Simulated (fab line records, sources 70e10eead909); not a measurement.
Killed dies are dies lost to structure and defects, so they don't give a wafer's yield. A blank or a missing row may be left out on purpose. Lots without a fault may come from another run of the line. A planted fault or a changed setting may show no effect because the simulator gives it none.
Chamber matching | flow nand_harc | NHARC_A_CONTACT_ETCH_91 on rie_diel-09: 4 sister chambers
The step etches the open film in CH3F/O2, target depth 40 nm, time 85.7 s. 22 wafers are shown with their chamber, then 11 later ones without.

WAFERS WITH THEIR CHAMBER
wafer  | chamber | drypump_motor_current_A (A) | showerhead_plenum_p_Torr (Torr) | rf_vpp_V (V)
L074.1 | 3       | 6.2                         | 2.31                            | 241.6
L074.2 | 1       | 5.6                         | 2.28                            | 242.3
L074.5 | 3       | 6.2                         | 2.31                            | 243.6
L077.3 | 1       | 5.7                         | 2.28                            | 244.9
L077.4 | 3       | 6.2                         | 2.30                            | 241.7
L077.5 | 3       | 6.2                         | 2.30                            | 243.0
L082.1 | 0       | 5.3                         | 2.59                            | 246.6
L082.3 | 2       | 5.6                         | 2.29                            | 242.5
L082.6 | 3       | 6.2                         | 2.30                            | 243.4
L086.1 | 2       | 5.6                         | 2.29                            | 243.4
L086.2 | 1       | 5.7                         | 2.27                            | 241.0
L086.5 | 1       | 5.7                         | 2.27                            | 242.4
L087.4 | 3       | 6.2                         | 2.30                            | 241.3
L087.5 | 0       | 5.3                         | 2.58                            | 247.0
L087.6 | 3       | 6.2                         | 2.30                            | 242.6
L089.1 | 1       | 5.7                         | 2.27                            | 241.4
L089.2 | 3       | 6.2                         | 2.30                            | 242.4
L089.3 | 2       | 5.7                         | 2.28                            | 243.1
L090.1 | 3       | 6.2                         | 2.30                            | 243.3
L090.4 | 0       | 5.3                         | 2.58                            | 246.2
L090.5 | 1       | 5.7                         | 2.27                            | 242.1
L092.1 | 1       | 5.7                         | 2.66                            | 246.4

SIGNATURES (means of the wafers above)
reading                  | chamber 0 | chamber 1 | chamber 2 | chamber 3 | scatter within a chamber
drypump_motor_current_A  | 5.300     | 5.686     | 5.633     | 6.200     | 0.0291
showerhead_plenum_p_Torr | 2.5833    | 2.3286    | 2.2867    | 2.3022    | 0.0845
rf_vpp_V                 | 246.600   | 242.929   | 243.000   | 242.544   | 1.29
Rule: a wafer's distance from a chamber is the root of the sum, over the readings, of the square of ((its reading less the chamber's mean) divided by the reading's scatter). The wafer belongs to the nearest chamber; if the next one is less than 2 further off, it can't be placed. The scatter: the root of (the sum of the squares of (reading less its chamber's mean) over the shown wafers, divided by (wafers less chambers)).

WAFERS WITHOUT THEIR CHAMBER
wafer  | drypump_motor_current_A (A) | showerhead_plenum_p_Torr (Torr) | rf_vpp_V (V)
L092.5 | 5.6                         | 2.28                            | 241.3
L092.6 | 5.7                         | 2.66                            | 247.2
L091.2 | 5.6                         | 2.28                            | 240.5
L091.4 | 5.3                         | 2.58                            | 246.3
L091.5 | 5.6                         | 2.28                            | 242.3
L094.1 | 5.6                         | 2.28                            | 241.7
L094.2 | 6.2                         | 2.29                            | 242.7
L094.5 | 6.2                         | 2.29                            | 244.1
L097.1 | 5.7                         | 2.66                            | 248.8
L097.3 | 5.3                         | 2.58                            | 246.8
L097.6 | 6.2                         | 2.29                            | 242.3

WHICH CHAMBER EACH WENT THROUGH
wafer  | from the rows above     | in truth
L092.5 | can't be placed: 2 or 1 | 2
L092.6 | can't be placed: 1 or 2 | 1
L091.2 | can't be placed: 2 or 1 | 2
L091.4 | 0                       | 0
L091.5 | can't be placed: 2 or 1 | 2
L094.1 | can't be placed: 2 or 1 | 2
L094.2 | 3                       | 3
L094.5 | 3                       | 3
L097.1 | can't be placed: 1 or 2 | 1
L097.3 | 0                       | 0
L097.6 | 3                       | 3
Placed correctly: 5 of 11. Can't be placed from these rows: 6 (the true chamber is among the candidates in 6). Placed wrongly: 0.
